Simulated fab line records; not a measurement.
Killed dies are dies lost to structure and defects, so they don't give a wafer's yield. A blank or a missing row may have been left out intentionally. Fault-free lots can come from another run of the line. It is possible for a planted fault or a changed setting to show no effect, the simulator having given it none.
What tool caused it? -- flow n5_finfet -- 12 lots, 35 wafers sampled, at 5 steps of a route of 1938

== WHAT THE GAUGES SHOWED, per wafer ==
N5_WELL_APT_CD_MEAS_25: target cd 200 nm.
lot,measured,on,cd_nm (nm)
L961,day 1 20:51,cd_sem-02,200.5 197.3 200.1
L962,day 2 03:22,cd_sem-01,198.3 200.2 197.4
L964,day 2 15:01,cd_sem-03,201.4 200.4 204.6
L967,day 3 09:02,cd_sem-02,198.3 196.0 199.1
L973,day 4 21:17,cd_sem-01,201.8 201.0 198.4
L975,day 5 08:52,cd_sem-03,199.2 199.3 199.6
L976,day 5 14:48,cd_sem-02,202.1 202.9 201.8
L977,day 5 21:06,cd_sem-03,201.7 200.3
L980,day 6 15:35,cd_sem-02,203.6 203.0 203.7
L981,day 7 01:03,cd_sem-01,198.5 197.3 200.9
L982,day 7 02:43,cd_sem-01,197.5 197.9 200.7
L983,day 7 10:10,cd_sem-01,199.5 199.5 201.3

N5_PMOS_HMC_CHANNEL_EPI_OVL_MEAS_10.
lot,measured,on,PMOS_HMC_BLK_OVL (nm)
L961,day 1 23:10,overlay-01,-0.6 0.1 -0.3
L962,day 2 05:35,overlay-02,0.1 -0.1 0.6
L964,day 2 17:33,overlay-01,1.4 1.2 1.7
L967,day 3 11:29,overlay-02,0.5 0.4 -0.1
L973,day 4 23:40,overlay-01,0.2 1.3 0.9
L975,day 5 11:19,overlay-01,2.3 1.8 0.4
L976,day 5 17:17,overlay-01,0.7 -0.2 -0.8
L977,day 5 23:17,overlay-02,0.7 0.4
L980,day 6 17:56,overlay-02,0.2 0.9 1.0
L981,day 7 03:47,overlay-01,1.5 1.2 0.2
L982,day 7 05:16,overlay-02,-0.5 -0.4 -1.9
L983,day 7 13:59,overlay-02,-0.2 -1.7 0.7

N5_PMOS_HMC_CHANNEL_EPI_THK_MEAS_22.
lot,measured,on,HMC_CMP_THK (nm)
L961,day 2 01:52,film_metro-02,53.6 53.1 53.1
L962,day 2 07:54,film_metro-02,54.3 54.0 54.1
L964,day 2 19:52,film_metro-01,53.7 54.9 54.0
L967,day 3 13:49,film_metro-01,53.9 53.6 43.2
L973,day 5 02:10,film_metro-02,54.4 55.0 55.3
L975,day 5 13:38,film_metro-01,53.4 54.9 52.6
L976,day 5 19:37,film_metro-02,55.1 54.5 54.4
L977,day 6 01:36,film_metro-01,52.9 55.3
L980,day 6 20:35,film_metro-02,55.8 52.9 53.6
L981,day 7 06:32,film_metro-02,53.0 55.2 53.0
L982,day 7 07:47,film_metro-02,55.6 53.4 53.0
L983,day 7 16:19,film_metro-02,54.6 52.9 53.6

N5_PMOS_HMC_CHANNEL_EPI_INSPECT_30: inspects for defects (darkfield).
lot,measured,on,raw_defect_count
L961,day 2 02:21,defect_inspect-02,17 14 20
L962,day 2 08:23,defect_inspect-02,27 16 18
L964,day 2 20:21,defect_inspect-01,10 13 15
L967,day 3 14:18,defect_inspect-01,21 30 31
L973,day 5 02:39,defect_inspect-01,21 19 15
L975,day 5 14:07,defect_inspect-02,14 13 16
L976,day 5 20:05,defect_inspect-01,18 13 4
L977,day 6 02:05,defect_inspect-02,16 22
L980,day 6 21:10,defect_inspect-01,15 19 12
L981,day 7 07:01,defect_inspect-01,19 16 21
L982,day 7 08:22,defect_inspect-02,22 18 25
L983,day 7 16:53,defect_inspect-01,9 19 12

== EACH LOT AND THE TOOL THAT RAN IT (in order: tool; ch and the chambers of the sampled wafers; start) ==
lot,N5_PMOS_HMC_CHANNEL_EPI_FIN_RECESS_16
L961,"rie_si-04 ch 0,1, day 1 23:40"
L962,"rie_si-04 ch 0,1,3, day 2 06:06"
L964,"rie_si-04 ch 1,2,3, day 2 18:04"
L967,"rie_si-04 ch 0,1, day 3 12:00"
L973,"rie_si-03 ch 0,2,3, day 5 00:22"
L975,"rie_si-03 ch 0,1,2, day 5 11:50"
L976,"rie_si-02 ch 0,3, day 5 17:48"
L977,"rie_si-02 ch 1,3, day 5 23:48"
L980,"rie_si-02 ch 0,2,3, day 6 18:47"
L981,"rie_si-04 ch 0,2, day 7 04:19"
L982,"rie_si-04 ch 0,2,3, day 7 05:59"
L983,"rie_si-03 ch 0,1,2, day 7 14:30"
- N5_PMOS_HMC_CHANNEL_EPI_FIN_RECESS_16: chemistry HBr/Cl2, target Si, target depth 54 nm, time 18 s.

== WHAT THE TOOLS THEMSELVES READ (means of the sampled wafers that have a number; where no wafer has one, the mark that the record gives instead) ==
N5_PMOS_HMC_CHANNEL_EPI_FIN_RECESS_16.
lot,tool,drypump_motor_current_A (A),oes_product_au (a.u.),rf_fwd_power_W (W),throttle_valve_pct (%)
L961,rie_si-04,5.7,0.987,795.3,35.44
L962,rie_si-04,5.6,0.991,798.1,35.43
L964,rie_si-04,5.8,0.988,794.4,35.32
L967,rie_si-04,5.5,0.962,797.0,35.53
L973,rie_si-03,5.5,1.006,793.4,35.35
L975,rie_si-03,5.6,0.994,793.4,35.52
L976,rie_si-02,6.0,1.003,794.9,35.18
L977,rie_si-02,5.7,1.009,793.6,35.61
L980,rie_si-02,5.7,1.006,796.9,35.42
L981,rie_si-04,5.5,0.993,794.0,35.40
L982,rie_si-04,5.6,0.987,795.2,35.38
L983,rie_si-03,5.6,0.993,793.3,35.52

== THE ANSWER, worked out from the rows above alone ==
Rule: the usual values come from the lots themselves. Put in order of their means at a reading, lots are off if they are a third of the lots or fewer, leave a main group of 4 or more, and stand apart from it by a gap of 3 or more times the standard deviation of the main group's means; of several such gaps the widest counts. Not used: any main group whose means are identical at the precision the tables above print for the reading. Also off: a lot with no number at a reading for which 4 or more lots have one. The other lots that the step has rows for count as sound. After the gauges, taken in route order, come the tools' own readings; for these a lot's mean is taken, as printed above. The first step at which some lot is off is used, and at that step the reading that is off furthest; a lot without a number counts as furthest.
Off: L967, at N5_PMOS_HMC_CHANNEL_EPI_THK_MEAS_22 (HMC_CMP_THK). The main group has a mean of 54.0 nm with a standard deviation of 0.44.
If a tool, at a process step before that reading, ran all the lots that are off and no sound lot after the first of them, it fits. Not tried: the gauges at N5_PMOS_HMC_CHANNEL_EPI_THK_MEAS_22; whatever is off there is also off at N5_PMOS_HMC_CHANNEL_EPI_FIN_RECESS_16, on other tools, and gauge error can't account for it. Of those tried, none fits.

== WHAT HAD BEEN PUT IN BY THE SIMULATOR ==
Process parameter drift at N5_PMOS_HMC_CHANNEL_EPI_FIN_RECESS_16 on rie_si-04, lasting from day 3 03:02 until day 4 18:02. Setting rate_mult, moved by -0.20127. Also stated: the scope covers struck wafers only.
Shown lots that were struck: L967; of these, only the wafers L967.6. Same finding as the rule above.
